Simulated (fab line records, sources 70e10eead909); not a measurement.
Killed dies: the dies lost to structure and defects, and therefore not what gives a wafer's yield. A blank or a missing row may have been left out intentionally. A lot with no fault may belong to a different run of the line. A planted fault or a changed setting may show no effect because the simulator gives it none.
Matching of chambers    flow nand-harc    NHARC_P_M2_ETCH_35 on rie-diel-13: 4 sister chambers
The step etches the open film in N2/H2, target depth 40 nm, overetch 12 nm, time 43.94 s. 4 wafers are shown with their chamber, then 7 later ones without.

== EACH WAFER AND ITS CHAMBER ==
wafer   chamber  drypump-motor-current-A (A)
L886.1  0        5.7
L888.6  2        5.8
L889.1  3        6.2
L889.5  1        6.6

== WAFERS WHOSE CHAMBER IS MISSING ==
wafer   drypump-motor-current-A (A)
L889.6  5.8
L890.1  6.2
L890.2  6.7
L890.4  5.8
L895.1  5.9
L895.3  6.6
L895.5  6.6

== EACH ONE'S CHAMBER ==
wafer   from the rows above      in truth
L889.6  can't be placed: 2 or 0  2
L890.1  3                        3
L890.2  1                        1
L890.4  can't be placed: 2 or 0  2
L895.1  can't be placed: 2 or 0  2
L895.3  1                        1
L895.5  1                        1
Placed correctly: 4 of 7. Can't be placed from these rows: 3 (the true chamber is among the candidates in 3). Number placed wrongly: 0.
How it was worked out, from the rows above alone: a wafer's distance from a chamber is the root of the sum, over the readings, of the square of ((its reading less the chamber's mean) divided by the reading's scatter). The wafer belongs to the nearest chamber; if the next one is less than 2 further off, it can't be placed. A chamber's mean is the mean of its shown wafers. The scatter (one wafer shown for each chamber): square how far every hidden wafer sits from the nearest shown wafer, average those squares and take the square root.
